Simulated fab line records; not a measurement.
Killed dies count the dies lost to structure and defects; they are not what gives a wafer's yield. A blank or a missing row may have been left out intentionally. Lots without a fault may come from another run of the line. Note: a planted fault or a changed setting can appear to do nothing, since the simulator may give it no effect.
Chamber matching / flow nandHarc / 4 sister chambers for NHARC_A_DECK1_JOINT_ETCHBACK_00 on rieSi-06
The step etches the open film in HBr, target depth 30 nm, time 17.4 s. 8 wafers are shown with their chamber, then 8 later ones without.

== WAFERS WITH THEIR CHAMBER ==
wafer=L240.5; chamber=1; drypumpMotorCurrentA (A)=5.27; oesProductAu (a.u.)=1.005
wafer=L236.2; chamber=0; drypumpMotorCurrentA (A)=4.82; oesProductAu (a.u.)=0.985
wafer=L236.3; chamber=1; drypumpMotorCurrentA (A)=5.29; oesProductAu (a.u.)=1.012
wafer=L241.5; chamber=3; drypumpMotorCurrentA (A)=5.16; oesProductAu (a.u.)=0.986
wafer=L244.1; chamber=3; drypumpMotorCurrentA (A)=5.17; oesProductAu (a.u.)=1.001
wafer=L244.2; chamber=2; drypumpMotorCurrentA (A)=5.71; oesProductAu (a.u.)=1.002
wafer=L244.6; chamber=2; drypumpMotorCurrentA (A)=5.71; oesProductAu (a.u.)=0.994
wafer=L252.2; chamber=0; drypumpMotorCurrentA (A)=4.84; oesProductAu (a.u.)=0.986

== WAFERS WITH NO CHAMBER GIVEN ==
wafer=L252.4; drypumpMotorCurrentA (A)=5.70; oesProductAu (a.u.)=1.007
wafer=L252.6; drypumpMotorCurrentA (A)=4.84; oesProductAu (a.u.)=0.985
wafer=L254.3; drypumpMotorCurrentA (A)=5.27; oesProductAu (a.u.)=1.018
wafer=L254.5; drypumpMotorCurrentA (A)=5.29; oesProductAu (a.u.)=1.015
wafer=L254.6; drypumpMotorCurrentA (A)=4.84; oesProductAu (a.u.)=0.988
wafer=L256.1; drypumpMotorCurrentA (A)=4.83; oesProductAu (a.u.)=0.981
wafer=L256.5; drypumpMotorCurrentA (A)=5.17; oesProductAu (a.u.)=0.989
wafer=L256.6; drypumpMotorCurrentA (A)=5.69; oesProductAu (a.u.)=1.006

== THE CHAMBER EACH PASSED THROUGH ==
wafer=L252.4; from the rows above=2; in truth=2
wafer=L252.6; from the rows above=0; in truth=0
wafer=L254.3; from the rows above=1; in truth=1
wafer=L254.5; from the rows above=1; in truth=1
wafer=L254.6; from the rows above=0; in truth=0
wafer=L256.1; from the rows above=0; in truth=0
wafer=L256.5; from the rows above=3; in truth=3
wafer=L256.6; from the rows above=2; in truth=2
Correctly placed: 8 of 8. Left unplaced by these rows: 0. Wrongly placed: 0.
How it was worked out, from the rows above alone: a wafer's distance from a chamber is the root of the sum, over the readings, of the square of ((its reading less the chamber's mean) divided by the reading's scatter). The wafer belongs to the nearest chamber; if the next one is less than 2 further off, it can't be placed. For every chamber, the mean is computed from those of its wafers that are shown. The scatter is the square root of a quotient: the sum, over the shown wafers, of each reading's squared deviation from its chamber's mean, divided by wafers minus chambers.
